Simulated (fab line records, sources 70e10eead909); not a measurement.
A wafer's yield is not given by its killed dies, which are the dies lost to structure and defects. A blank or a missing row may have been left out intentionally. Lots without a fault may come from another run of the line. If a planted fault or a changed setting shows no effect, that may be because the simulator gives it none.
Matching of chambers | flow nand harc | pecvd-04 running NHARC_A_M0_DEP_32: 3 sister chambers
The step deposits SiCN, target thk 30 nm. 6 wafers are shown with their chamber, then 7 later ones without.

== WAFERS PAIRED WITH THEIR CHAMBERS ==
wafer  | chamber | heater power w (W)
L079.3 | 2       | 501
L083.2 | 0       | 515
L083.4 | 2       | 524
L083.6 | 0       | 512
L087.2 | 1       | 656
L087.5 | 1       | 660

== WAFERS WHOSE CHAMBER IS MISSING ==
wafer  | heater power w (W)
L087.6 | 574
L092.1 | 493
L092.3 | 541
L092.6 | 517
L090.3 | 474
L090.4 | 483
L090.5 | 461

== CHAMBER TAKEN BY EACH ==
wafer  | from the rows above     | in truth
L087.6 | can't be placed: 0 or 2 | 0
L092.1 | can't be placed: 2 or 0 | 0
L092.3 | can't be placed: 0 or 2 | 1
L092.6 | can't be placed: 0 or 2 | 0
L090.3 | can't be placed: 2 or 0 | 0
L090.4 | can't be placed: 2 or 0 | 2
L090.5 | can't be placed: 2 or 0 | 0
Correct placement for 0 of the 7. Unplaceable from these rows: 7, with the true chamber sitting among the candidates in 6. 0 placed wrongly.
How it was worked out, from the rows above alone: a wafer's distance from a chamber is the root of the sum, over the readings, of the square of ((its reading less the chamber's mean) divided by the reading's scatter). The wafer belongs to the nearest chamber; if the next one is less than 2 further off, it can't be placed. A chamber's mean is the mean of its shown wafers. The scatter: take each reading less its chamber's mean, square it, sum over the shown wafers, divide by the number of wafers less the number of chambers, and take the root.
